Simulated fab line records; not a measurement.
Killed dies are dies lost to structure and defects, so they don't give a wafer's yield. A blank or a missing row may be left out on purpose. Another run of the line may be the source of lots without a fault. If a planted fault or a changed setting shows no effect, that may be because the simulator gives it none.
fab line records	flow n5-finfet
[record] lots = 9	wafers = 27	last-day = 18
route steps=1938 shown BEOL_M5@1131 PASSIVATION@1936
lots untouched by any fault: they come from a run of this same line in which no faults occurred
start-h: hours from the record's opening day to when the first of the lot's shown wafers began	wait-h: time in hours since the lot's previous step	" as in the row above	L1.1+2: several wafers, shown together as one row	- no value present, or no start provided	* or withheld: withheld	< > ~ a bound
route shown NAME@n: a module of which the file shows steps, and the number in the route of the first	usual: mean/standard deviation of fault-free wafers	same: alike in all rows	chamber/n: place in a boat	sites: the reading at each site	_std_site: standard deviation of those values	_edge_site: mean of outer sites minus mean of inner sites	radius-mm: how far each site lies from the wafer's centre	mask NAME#n: copy n	behind: the most recent tool/chamber to have shaped the wafer	hold: reason for holding the lot/hours on hold/outcome of the hold	device: the n, p or np transistor that did not switch	end of line: tests of these same wafers at the route's end	where a step has no rows: the recipe by itself	killed: count of dies lost to structure and defects at first sort (not the wafer's yield)	map: a wafer's dies, x killed, . not, _ none there
set.NAME: the setting as run; set.NAME@STEP: as run at that earlier step	model.NAME: the simulator's own value behind a step, which no gauge read
route steps across a sampled set of lots; one table per step, one row per wafer
services: the hour from which a tool's chamber was out of use, counted from the record's first day as start-h (under 0 if before that day), plus the number of hours and why
[[steps]]
[step N5_BEOL_M5_ETCH_61]
[recipe] chemistry = CF4	target = SiARC	target-depth-a = 156	mask-material = CAR-EUV	time-s = 26	ion-energy-ev = 80	pressure-mtorr = 40	source-w = 545	bias-w = 36	Ar_flow_sccm = 100	cf4-flow-sccm = 100	ends = cleared
[usual] drypump-motor-current-A = 5.9/0.44	etch-rf-on-time-s = 26.2/0.53	oes-product-au = 0.65/0.064	rf-vpp-V = 184.4/1.1	showerhead-plenum-p-Torr = 2.16/0.078	throttle-valve-pct = 15.62/0.19
lot.wafer	tool	chamber	start-h	wait-h	drypump-motor-current-A	etch-rf-on-time-s	oes-product-au	rf-hours-counter-h	rf-vpp-V	showerhead-plenum-p-Torr	throttle-valve-pct
L562.1	rie-diel-01	3	190.75	0.0	5.7	26.7	0.61	200	184.9	2.21	15.59
L562.4	"	0	"	"	5.5	25.9	0.69	75	184.6	2.27	15.71
L562.6	"	2	"	"	6.3	26.1	0.62	-	182.6	2.05	15.51
L565.3	rie-diel-01	1	209.97	0.0	6.3	25.2	0.67	162	183.6	2.22	15.22
L565.4	"	3	"	"	5.7	26.4	0.60	207	184.7	2.21	15.59
L565.6	"	2	"	"	6.4	26.2	0.62	-	183.0	2.05	15.52
L564.1	rie-diel-01	1	210.93	0.0	6.3	25.0	0.67	162	182.9	2.22	15.24
L564.2	"	2	"	"	6.4	26.2	0.62	183	183.5	2.05	15.52
L564.5	"	2	"	"	6.3	26.0	0.63	-	183.4	2.05	15.50
L568.2	rie-diel-05	0	214.09	0.0	5.5	26.3	0.62	145	183.3	2.06	15.85
L568.3	"	2	"	"	5.6	26.3	0.57	248	185.4	2.18	15.83
L568.6	"	3	"	"	5.7	26.6	0.61	-	185.0	2.23	15.86
L575.1	rie-diel-06	2	281.06	0.0	6.4	27.0	0.59	224	183.4	2.12	15.66
L575.4	"	3	"	"	6.3	25.9	0.66	119	185.0	2.17	15.69
L575.5	"	1	"	"	5.9	25.8	0.69	-	185.2	2.18	15.61
L577.2	rie-diel-05	0	281.30	0.0	5.5	26.4	0.61	167	183.8	2.05	15.89
L577.3	"	3	"	"	5.8	26.6	0.60	218	182.9	2.22	15.90
L577.6	"	2	"	"	5.6	25.7	0.79	-	182.5	2.18	15.34
L580.2	rie-diel-06	0	301.18	0.0	4.9	26.3	0.77	15	186.6	2.28	15.74
L580.3	"	1	"	"	5.8	26.4	0.67	83	183.9	2.18	15.63
L580.5	"	0	"	"	4.9	26.4	0.78	-	185.4	2.28	15.73
L581.1	rie-diel-06	3	309.69	0.0	6.3	25.9	0.65	128	184.6	2.17	15.71
L581.3	"	2	"	"	6.4	26.6	0.59	232	185.5	2.12	15.66
L581.4	"	0	"	"	4.9	25.8	0.78	18	185.6	2.28	15.74
L582.1	rie-diel-01	3	318.04	0.0	5.8	26.6	0.59	238	183.7	2.20	15.64
L582.3	"	0	"	"	5.5	26.0	0.67	113	185.3	2.25	15.79
L582.5	"	2	"	"	6.4	26.2	0.60	-	183.1	2.04	15.58
[step N5_BEOL_M5_ETCH_75]
[recipe] chemistry = N2/H2	target = underlayer	target-depth-a = 65	mask-material = CAR-EUV	time-s = 5.2	ion-energy-ev = 200	pressure-mtorr = 30	source-w = 840	bias-w = 150	n2-flow-sccm = 200	h2-flow-sccm = 200	ends = cleared
[usual] drypump-motor-current-A = 5.9/0.37	etch-rf-on-time-s = 5.21/0.11	n2-flow-sccm = 200.1/0.56	oes-product-au = 0.65/0.063	rf-vpp-V = 524.4/2.9	showerhead-plenum-p-Torr = 2.57/0.092	throttle-valve-pct = 17.86/0.22
lot.wafer	tool	chamber	start-h	wait-h	drypump-motor-current-A	etch-rf-on-time-s	n2-flow-sccm	oes-product-au	rf-hours-counter-h	rf-vpp-V	showerhead-plenum-p-Torr	throttle-valve-pct
L562.1	rie-diel-06	3	192.24	0.0	6.3	5.28	200.3	0.67	91	525.8	2.58	17.98
L562.4	"	1	"	"	5.8	5.14	199.5	0.73	45	527.1	2.60	17.79
L562.6	"	3	"	"	6.3	5.25	200.1	0.68	-	522.6	2.58	18.02
L564.1	rie-diel-06	3	213.71	0.0	6.3	5.20	199.7	0.67	95	523.5	2.58	18.01
L564.2	"	1	"	"	5.8	5.14	199.3	0.72	54	523.6	2.59	17.80
L564.5	"	1	"	"	5.9	5.09	200.1	0.72	-	525.2	2.59	17.82
L565.3	rie-diel-05	3	214.90	0.0	5.8	5.35	201.0	0.60	197	525.5	2.64	18.04
L565.4	"	0	"	"	5.5	5.19	200.9	0.64	145	520.5	2.44	18.11
L565.6	"	0	"	"	5.5	5.19	199.9	0.63	-	520.2	2.44	18.13
L568.2	rie-diel-06	3	215.89	0.0	6.3	5.29	200.1	0.67	97	524.6	2.58	18.02
L568.3	"	1	"	"	5.8	5.17	199.6	0.71	-	526.1	2.59	17.80
L568.6	"	1	"	"	5.8	5.16	199.3	0.71	-	526.2	2.59	17.81
L575.1	rie-diel-05	3	282.23	0.0	5.8	5.29	200.8	0.59	218	528.2	2.63	18.07
L575.4	"	0	"	"	5.5	5.32	200.6	0.62	-	524.0	2.43	18.17
L575.5	"	2	"	"	5.6	5.15	199.5	0.80	-	524.6	2.60	17.64
L577.2	rie-diel-01	1	284.14	0.0	6.3	5.00	199.0	0.65	184	527.3	2.63	17.41
L577.3	"	2	"	"	6.4	5.26	199.2	0.60	205	518.4	2.42	17.74
L577.6	"	2	"	"	6.4	5.33	200.0	0.59	-	518.0	2.42	17.73
L580.2	rie-diel-06	0	302.18	0.0	4.9	5.22	199.8	0.76	15	528.4	2.69	17.87
L580.3	"	2	"	"	6.3	5.42	200.1	0.58	230	524.2	2.49	17.78
L580.5	"	3	"	"	6.3	5.29	199.9	0.63	-	524.3	2.57	18.05
L581.1	rie-diel-01	2	313.12	0.0	6.4	5.24	199.8	0.60	213	519.6	2.42	17.75
L581.3	"	1	"	"	6.3	4.98	200.0	0.64	192	525.9	2.63	17.44
L581.4	"	0	"	"	5.5	5.14	201.1	0.66	111	527.7	2.67	17.96
L582.1	rie-diel-01	0	319.71	0.0	5.5	5.15	200.0	0.66	114	527.4	2.67	17.94
L582.3	"	3	"	"	5.7	5.37	199.8	0.58	239	524.9	2.61	17.94
L582.5	"	0	"	"	5.4	5.15	200.1	0.66	-	525.8	2.67	17.96
[step N5_BEOL_M5_ETCH_68]
[recipe] chemistry = N2/H2	target = SOC	target-depth-a = 800	overetch-a = 160	mask-material = SiARC	temp-c = 40	time-s = 120	ion-energy-ev = 200	pressure-mtorr = 30	source-w = 840	bias-w = 150	n2-flow-sccm = 200	h2-flow-sccm = 200
[usual] drypump-motor-current-A = 5.9/0.37	n2-flow-sccm = 200.0/0.6	oes-product-au = 0.58/0.053	rf-vpp-V = 524.5/2.6	run-length-s = 143.3/0.46	showerhead-plenum-p-Torr = 2.57/0.092	temp-c = 40.01/0.11	throttle-valve-pct = 17.82/0.22
lot.wafer	tool	chamber	start-h	wait-h	drypump-motor-current-A	n2-flow-sccm	oes-product-au	rf-hours-counter-h	rf-vpp-V	run-length-s	showerhead-plenum-p-Torr	temp-c	throttle-valve-pct
L562.1	rie-diel-06	3	192.28	0.0	6.3	199.9	0.60	91	524.4	142.7	2.58	40.10	17.96
L562.4	"	1	"	"	5.8	200.5	0.65	45	524.3	143.0	2.60	40.13	17.75
L562.6	"	3	"	"	6.3	199.4	0.61	-	524.3	143.0	2.58	40.05	17.96
L564.1	rie-diel-06	3	213.78	0.0	6.3	199.0	0.61	95	526.0	142.9	2.58	40.25	17.95
L564.2	"	1	"	"	5.8	200.1	0.64	54	523.5	143.1	2.59	40.07	17.77
L564.5	"	1	"	"	5.9	199.9	0.64	-	525.0	143.0	2.59	40.18	17.77
L565.3	rie-diel-05	3	214.94	0.0	5.8	198.9	0.55	197	526.5	142.9	2.64	40.03	18.01
L565.4	"	0	"	"	5.6	200.4	0.57	145	521.7	143.9	2.44	40.12	18.07
L565.6	"	0	"	"	5.5	200.7	0.57	-	521.0	144.1	2.44	40.12	18.07
L568.2	rie-diel-06	3	215.96	0.0	6.3	199.7	0.60	97	525.7	142.6	2.58	39.99	17.97
L568.3	"	1	"	"	5.9	199.9	0.63	-	524.8	148.9	2.59	39.97	17.75
L568.6	"	1	"	"	5.8	201.1	0.64	-	525.3	143.1	2.59	40.02	17.78
L575.1	rie-diel-05	3	282.27	0.0	5.8	200.9	0.54	218	526.7	142.7	2.63	39.95	18.06
L575.4	"	0	"	"	5.6	200.2	0.56	-	519.9	143.8	2.43	39.87	18.10
L575.5	"	2	"	"	5.6	199.8	0.71	-	524.7	144.0	2.60	39.99	17.59
L577.2	rie-diel-01	1	284.18	0.0	6.3	199.1	0.57	184	527.5	143.3	2.63	40.18	17.38
L577.3	"	2	"	"	6.3	200.8	0.55	205	522.0	143.4	2.42	40.05	17.71
L577.6	"	2	"	"	6.4	201.5	0.55	-	519.3	142.9	2.42	39.83	17.71
L580.2	rie-diel-06	0	302.22	0.0	4.9	199.4	0.70	15	528.8	143.7	2.69	40.07	17.83
L580.3	"	2	"	"	6.4	200.3	0.54	230	523.0	143.2	2.49	39.92	17.72
L580.5	"	3	"	"	6.3	199.7	0.58	-	524.7	142.8	2.57	39.94	18.01
L581.1	rie-diel-01	2	313.16	0.0	6.4	200.1	0.54	213	519.4	143.3	2.42	39.87	17.72
L581.3	"	1	"	"	6.3	200.6	0.57	193	526.5	143.3	2.63	40.16	17.38
L581.4	"	0	"	"	5.5	200.4	0.60	111	528.2	143.0	2.67	40.04	17.89
L582.1	rie-diel-01	0	319.75	0.0	5.5	199.7	0.59	114	527.3	142.9	2.67	39.99	17.91
L582.3	"	3	"	"	5.7	199.0	0.54	239	526.4	142.9	2.61	40.14	17.90
L582.5	"	0	"	"	5.5	198.9	0.60	-	528.2	143.0	2.67	40.01	17.91
[step N5_BEOL_M5_STRIP_91]
[recipe] chemistry = N2/H2	time-s = 10	power-w = 450	temp-c = 40	pressure-mtorr = 20	rf-frequency-hz = 6e+07	bias-power-w = 7	n2-flow-sccm = 200	h2-flow-sccm = 200
[usual] drypump-motor-current-A = 5.9/0.37	n2-flow-sccm = 200.0/0.58	oes-product-au = 0.76/0.074	rf-vpp-V = 59.2/0.99	showerhead-plenum-p-Torr = 2.56/0.092	temp-c = 40.02/0.11	throttle-valve-pct = 23.6/0.32
lot.wafer	tool	chamber	start-h	wait-h	drypump-motor-current-A	n2-flow-sccm	oes-product-au	rf-hours-counter-h	rf-vpp-V	showerhead-plenum-p-Torr	temp-c	throttle-valve-pct
L562.1	rie-diel-06	3	-	-	6.3	199.8	0.79	91	60.0	2.58	40.19	24.0
L562.4	"	1	"	"	5.8	199.2	0.84	45	59.4	2.59	39.97	23.6
L562.6	"	3	"	"	6.3	199.9	0.79	-	59.5	2.58	40.17	24.0
L564.1	rie-diel-06	3	-	-	6.3	199.8	0.79	95	59.1	2.58	40.12	24.0
L564.2	"	1	"	"	5.9	200.1	0.83	54	60.3	2.59	40.14	23.6
L564.5	"	1	"	"	5.8	200.1	0.83	-	59.6	2.59	39.93	23.6
L565.3	rie-diel-05	3	-	-	5.8	201.0	0.71	197	59.8	2.63	40.10	23.8
L565.4	"	0	"	"	5.5	200.4	0.74	145	60.0	2.43	40.05	24.0
L565.6	"	0	"	"	5.5	201.1	0.75	-	57.5	2.43	40.02	24.0
L568.2	rie-diel-06	3	-	-	6.3	200.6	0.78	97	60.2	2.58	39.87	24.0
L568.3	"	1	"	"	5.9	200.2	0.83	-	58.5	2.59	39.97	23.6
L568.6	"	1	"	"	5.9	200.0	0.84	-	59.2	2.59	40.06	23.6
L575.1	rie-diel-05	3	-	-	5.8	200.5	0.70	218	58.7	2.62	40.09	23.8
L575.4	"	0	"	"	5.6	201.0	0.73	-	58.6	2.42	39.99	24.0
L575.5	"	2	"	"	5.6	200.6	0.94	-	59.8	2.59	39.96	23.5
L577.2	rie-diel-01	1	-	-	6.3	199.5	0.76	184	58.6	2.63	40.03	23.0
L577.3	"	2	"	"	6.4	198.9	0.71	205	58.9	2.42	40.10	23.4
L577.6	"	2	"	"	6.4	199.1	0.72	-	58.7	2.42	39.96	23.4
L580.2	rie-diel-06	0	-	-	4.9	200.1	0.93	15	61.1	2.69	39.98	23.6
L580.3	"	2	"	"	6.3	200.5	0.69	230	59.6	2.49	40.12	23.5
L580.5	"	3	"	"	6.3	200.2	0.76	-	58.9	2.56	40.15	24.0
L581.1	rie-diel-01	2	-	-	6.4	200.0	0.71	213	59.3	2.41	39.94	23.4
L581.3	"	1	"	"	6.3	199.5	0.75	193	59.4	2.62	39.99	23.0
L581.4	"	0	"	"	5.5	199.6	0.77	111	60.0	2.67	40.04	23.7
L582.1	rie-diel-01	0	-	-	5.5	199.4	0.77	114	58.4	2.67	40.08	23.7
L582.3	"	3	"	"	5.7	198.7	0.69	239	58.5	2.61	40.06	23.7
L582.5	"	0	"	"	5.4	199.8	0.77	-	59.0	2.67	39.91	23.7
[step N5_PASSIVATION_PROBE_49]
[usual] defect-limited-yield = 90.9/1.4	killed_at_M0_to_M3 = 37/12	killed_at_M4_up = 14/5.3	killed-at-contacts = 12/6.2	killed-at-front-end = 41/11	killed-at-other = 3.7/2.9	killed-dies = 107/17	killed-on-rim = 14/4.4	killed-open = 71/12	killed-short = 34/7.9	sort_bin_5_function = 5.3/0.95	sort_bin_6_memory = 3.4/0.7	sort_bin_8_speed = 0.00/0.0099	sort-n-pass = 1073/17	sort-yield-pct = 90.9/1.5
[same] gross-dies = 1180	killed-at-back-side = 0	sort_bin_4_leakage[%] = 0
lot.wafer	tool	chamber	start-h	wait-h	defect-limited-yield[%]	killed_at_M0_to_M3	killed_at_M4_up	killed-at-contacts	killed-at-front-end	killed-at-other	killed-dies	killed-on-rim	killed-open	killed-short	sort_bin_5_function[%]	sort_bin_6_memory[%]	sort_bin_8_speed[%]	sort-n-pass	sort-yield-pct[%]
L565.3	prober-01	-	313.30	0.1	88.7	44	10	10	65	4	133	17	84	45	6.3	4.2	0	1047	88.7
L565.4	prober-01	-	313.35	0.2	93.0	20	12	15	35	1	83	18	49	30	4.2	2.1	0	1097	93.0
L565.6	prober-01	-	313.45	0.3	92.4	29	6	16	38	1	90	13	55	33	4.9	2.6	0	1090	92.4
L568.2	prober-02	-	325.09	0.1	91.9	37	8	3	48	0	96	9	58	36	4.4	3.5	0	1084	91.9
L568.3	prober-02	-	325.14	0.1	91.0	25	13	21	43	4	106	17	67	35	5.5	3.1	0	1074	91.0
L568.6	prober-02	-	325.29	0.3	90.2	34	19	8	54	1	116	16	71	42	6.3	3.1	0	1064	90.2
L582.1	prober-02	-	419.72	0.0	89.6	45	9	11	54	4	123	12	79	37	5.8	3.6	0	1057	89.6
L582.3	prober-02	-	419.82	0.1	92.5	29	10	9	38	2	88	14	59	29	4.7	2.5	0	1092	92.5
L582.5	prober-02	-	419.92	0.2	92.4	26	7	9	40	8	90	11	60	24	3.8	3.3	0	1090	92.4
// killed by level:class
L565.3 STI_FIN_REVEAL:geometric-particle:open=26 BEOL_M0_SAQP:geometric-particle:short=10 MOL_CONTACT_COAG:geometric-particle:open=9 BEOL_M0_SAQP:geometric-particle:open=8 BEOL_M1:geometric-particle:open=8 FIN_SAQP:geometric-particle:open=5 STI_FIN_REVEAL:geometric-particle:short=5 DUMMY_GATE:geometric-particle:open=5
L565.4 MOL_CONTACT_COAG:geometric-particle:open=11 STI_FIN_REVEAL:geometric-particle:open=7 BEOL_M0_SAQP:geometric-particle:short=7 BEOL_M0_SAQP:geometric-particle:open=6 DUMMY_GATE:geometric-particle:open=5 BEOL_M5:geometric-particle:open=5 MOL_CONTACT_COAG:geometric-particle:short=4 HKMG_FIN:area-etch=4
L565.6 MOL_CONTACT_COAG:geometric-particle:open=13 BEOL_M1:geometric-particle:open=13 STI_FIN_REVEAL:geometric-particle:open=10 GATE_CUT:geometric-particle:short=6 BEOL_M0_SAQP:geometric-particle:short=5 BEOL_M1:geometric-particle:short=5 BEOL_M0_SAQP:geometric-particle:open=4 STARTING-WAFER:geometric-particle:open=4
L568.2 FIN_SAQP:geometric-particle:open=18 BEOL_M0_SAQP:geometric-particle:short=12 BEOL_M2:geometric-particle:open=10 STI_FIN_REVEAL:geometric-particle:open=8 BEOL_M0_SAQP:geometric-particle:open=7 GATE_CUT:geometric-particle:short=4 STARTING-WAFER:geometric-particle:short=4 FIN_SAQP:geometric-particle:short=3
L568.3 FIN_SAQP:geometric-particle:short=16 MOL_CONTACT_COAG:geometric-particle:open=16 FIN_SAQP:geometric-particle:open=14 BEOL_M2:geometric-particle:open=7 BEOL_M0_SAQP:geometric-particle:open=6 BEOL_M0_SAQP:geometric-particle:short=6 STI_FIN_REVEAL:geometric-particle:open=5 MOL_CONTACT_COAG:geometric-particle:short=4
L568.6 FIN_SAQP:geometric-particle:open=12 FIN_SAQP:geometric-particle:short=12 STI_FIN_REVEAL:geometric-particle:open=10 BEOL_M0_SAQP:geometric-particle:short=9 MOL_CONTACT_COAG:geometric-particle:open=6 BEOL_M3:geometric-particle:open=6 BEOL_M0_SAQP:geometric-particle:open=5 BEOL_M2:geometric-particle:open=5
L582.1 BEOL_M1:geometric-particle:open=16 STI_FIN_REVEAL:geometric-particle:open=10 MOL_CONTACT_COAG:geometric-particle:open=10 GATE_CUT:geometric-particle:short=8 BEOL_M3:geometric-particle:open=8 FIN_SAQP:geometric-particle:short=7 FIN_SAQP:geometric-particle:open=6 DUMMY_GATE:geometric-particle:open=6
L582.3 BEOL_M1:geometric-particle:open=15 GATE_CUT:geometric-particle:short=10 BEOL_M5:geometric-particle:open=9 MOL_CONTACT_COAG:geometric-particle:open=8 STARTING-WAFER:geometric-particle:open=6 STI_FIN_REVEAL:geometric-particle:open=5 FIN_SAQP:geometric-particle:short=4 STI_FIN_REVEAL:geometric-particle:short=4
L582.5 BEOL_M1:geometric-particle:open=11 STI_FIN_REVEAL:geometric-particle:open=9 DUMMY_GATE:geometric-particle:open=5 MOL_CONTACT_COAG:geometric-particle:open=5 HKMG_FIN:area-etch=5 GATE_CUT:geometric-particle:short=4 MOL_CONTACT_COAG:geometric-particle:short=4 BEOL_M2:geometric-particle:open=4
[[services]]
tool	chamber	start-h	hours	kind
rie-diel-06	2	201.30	23.7	repair
rie-diel-06	3	202.27	7.3	repair
rie-diel-01	-	211.73	3.2	repair
rie-diel-05	2	220.81	-	clean
rie-diel-05	2	220.81	-	consumable-replace:focus-ring
rie-diel-05	2	220.81	17.9	scheduled-down
rie-diel-05	2	220.81	17.9	vent-cycle
rie-diel-06	0	226.90	-	clean
rie-diel-06	0	226.90	-	consumable-replace:focus-ring
rie-diel-06	0	226.90	-	consumable-replace:showerhead
rie-diel-06	0	226.90	20.7	scheduled-down
rie-diel-06	0	226.90	20.7	vent-cycle
rie-diel-01	-	243.61	0.2	repair
rie-diel-06	0	271.64	2.8	repair
rie-diel-05	1	280.56	-	clean
rie-diel-05	1	280.56	-	consumable-replace:focus-ring
rie-diel-05	1	280.56	-	consumable-replace:showerhead
rie-diel-05	1	280.56	29.9	scheduled-down
rie-diel-05	1	280.56	29.9	vent-cycle
rie-diel-05	2	296.80	2.9	repair
rie-diel-06	3	316.56	4.0	repair
[[key]]
[first-sign] step = N5_BEOL_M5_ETCH_68	reading = run-length-s	direction = up	sigmas = 12	usual = *	struck = *
effect none on later readings
met-at N5_BEOL_M5_ETCH_68
struck-lots L568
struck-wafers L568.3
not-acting-at N5_BEOL_M5_ETCH_61,N5_BEOL_M5_ETCH_75,N5_BEOL_M5_STRIP_91
onset-between 213.78 215.96
[fault] kind = process-parameter-drift	tool = rie-diel-06	chamber = -	onset-h = 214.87	steps = N5_BEOL_M5_ETCH_68	channel = time-s	offset = *	shape = step	end-h = 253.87	scope = struck-wafers-only	acts-in = *	stated = *
